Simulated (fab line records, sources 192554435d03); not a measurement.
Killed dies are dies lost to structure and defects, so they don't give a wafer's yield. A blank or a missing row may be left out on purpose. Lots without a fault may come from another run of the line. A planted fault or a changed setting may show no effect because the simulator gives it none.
Split-lot experiment | flow n5_finfet | 7 lots, 39 wafers read, on a route of 1938 steps

THE SPLIT
At N5_MOL_CONTACT_COAG_ALD_131 (deposits SiO2, target thk 5 nm, pulse time 1 s, co reactant pulse time 1 s), the setting ald_cycles was moved away from the recipe's 35 on 18 of the 39 wafers read, by -17.1% to +14.3%. The other wafers ran this setting at the recipe's value.

The reading is taken at the split's own step.

THE READING
SiO2_of_MOL_CONTACT_COAG_ALD_131.thk_nm (the simulator's own value, which no gauge read), in nm, at N5_MOL_CONTACT_COAG_ALD_131 (deposits SiO2, target thk 5 nm, pulse time 1 s, co reactant pulse time 1 s). The file gives no usual value for it.

wafer  | tool, chamber at the split | ald_cycles as run | against the recipe | SiO2_of_MOL_CONTACT_COAG_ALD_131.thk_nm, nm | against lot-mates on the recipe
L074.1 | ald_sin-02, 2,3,0          | 35                | recipe             | 5                                           | -
L074.3 | ald_sin-02, 2,3,0          | 35                | recipe             | 5                                           | -
L074.5 | ald_sin-02, 2,3,0          | 35                | recipe             | 5                                           | -
L074.2 | ald_sin-02, 0,1,1          | 31                | -11.4%             | 4.4                                         | -0.6
L074.4 | ald_sin-02, 0,1,1          | 31                | -11.4%             | 4.4                                         | -0.6
L074.6 | ald_sin-02, 0,1,1          | 31                | -11.4%             | 4.4                                         | -0.6
L081.1 | ald_sin-01, 2,1,3          | 39                | +11.4%             | 5.6                                         | +0.6
L081.2 | ald_sin-01, 2,1,3          | 39                | +11.4%             | 5.6                                         | +0.6
L081.5 | ald_sin-01, 2,1,3          | 39                | +11.4%             | 5.6                                         | +0.6
L081.3 | ald_sin-01, 0,3,0          | 35                | recipe             | 5                                           | -
L081.4 | ald_sin-01, 0,3,0          | 35                | recipe             | 5                                           | -
L081.6 | ald_sin-01, 0,3,0          | 35                | recipe             | 5                                           | -
L084.2 | ald_sin-04, 3,0,1          | 35                | recipe             | 5                                           | -
L084.5 | ald_sin-04, 3,0,1          | 35                | recipe             | 5                                           | -
L084.6 | ald_sin-04, 3,0,1          | 35                | recipe             | 5                                           | -
L086.1 | ald_sin-01, 0,1,3          | 35                | recipe             | 5                                           | -
L086.2 | ald_sin-01, 0,1,3          | 35                | recipe             | 5                                           | -
L086.3 | ald_sin-01, 0,1,3          | 35                | recipe             | 5                                           | -
L086.4 | ald_sin-01, 2,3,2          | 29                | -17.1%             | 4.2                                         | -0.8
L086.5 | ald_sin-01, 2,3,2          | 29                | -17.1%             | 4.2                                         | -0.8
L086.6 | ald_sin-01, 2,3,2          | 29                | -17.1%             | 4.2                                         | -0.8
L090.1 | ald_sin-04, 1,3,0          | 35                | recipe             | 5                                           | -
L090.2 | ald_sin-04, 1,3,0          | 35                | recipe             | 5                                           | -
L090.3 | ald_sin-04, 1,3,0          | 35                | recipe             | 5                                           | -
L090.4 | ald_sin-04, 2,3,0          | 30                | -14.3%             | 4.2                                         | -0.8
L090.5 | ald_sin-04, 2,3,0          | 30                | -14.3%             | 4.2                                         | -0.8
L090.6 | ald_sin-04, 2,3,0          | 30                | -14.3%             | 4.2                                         | -0.8
L095.1 | ald_sin-02, 3,1,3          | 35                | recipe             | 5                                           | -
L095.4 | ald_sin-02, 3,1,3          | 35                | recipe             | 5                                           | -
L095.5 | ald_sin-02, 3,1,3          | 35                | recipe             | 5                                           | -
L095.2 | ald_sin-02, 0,2,2          | 37                | +5.7%              | 5.4                                         | +0.4
L095.3 | ald_sin-02, 0,2,2          | 37                | +5.7%              | 5.4                                         | +0.4
L095.6 | ald_sin-02, 0,2,2          | 37                | +5.7%              | 5.4                                         | +0.4
L097.1 | ald_sin-02, 1,0,1          | 40                | +14.3%             | 5.8                                         | +0.8
L097.4 | ald_sin-02, 1,0,1          | 40                | +14.3%             | 5.8                                         | +0.8
L097.5 | ald_sin-02, 1,0,1          | 40                | +14.3%             | 5.8                                         | +0.8
L097.2 | ald_sin-02, 2,3,0          | 35                | recipe             | 5                                           | -
L097.3 | ald_sin-02, 2,3,0          | 35                | recipe             | 5                                           | -
L097.6 | ald_sin-02, 2,3,0          | 35                | recipe             | 5                                           | -
Where a row lists several chambers, the file gives one row for several wafers and doesn't say which wafer went through which chamber.

THE FIT
A straight line over all 39 wafers: SiO2_of_MOL_CONTACT_COAG_ALD_131.thk_nm changes by +0.053 nm for each +1% of ald_cycles; r = +1.00; the points scatter about the line by 0.042 nm.
The same after taking each lot's own level away (the mean of its wafers on the recipe; 39 wafers): +0.053 nm for each +1%; r = +1.00; scatter 0.042 nm.
On that fit, the largest move of ald_cycles shifts the reading by 0.91 nm.
The lots' own levels span 5.00 to 5.00 nm.
So the lot-to-lot level changes the slope little: the two slopes agree.
Check: with one of the wafers moved furthest among these (-17.1%) left out of the fit, the line predicts -0.904 nm for it against its lot-mates. It came out at -0.8 nm against them.

OTHER SPLITS ON THESE WAFERS
These wafers also went through other splits before the reading. Each is held against what the fit with the lots' levels taken away leaves over:
other split on the same wafers   | wafers away from the commonest value | r with SiO2_of_MOL_CONTACT_COAG_ALD_131.thk_nm (lot level and that fit taken away)
N5_SD_EPI_P_EPI_21 pressure_torr | 24                                   | +0.00

THE FILE'S OWN FIT
SiO2_of_MOL_CONTACT_COAG_ALD_131.thk_nm changes by +0.0528 nm for each +1% of ald_cycles, r = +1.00.
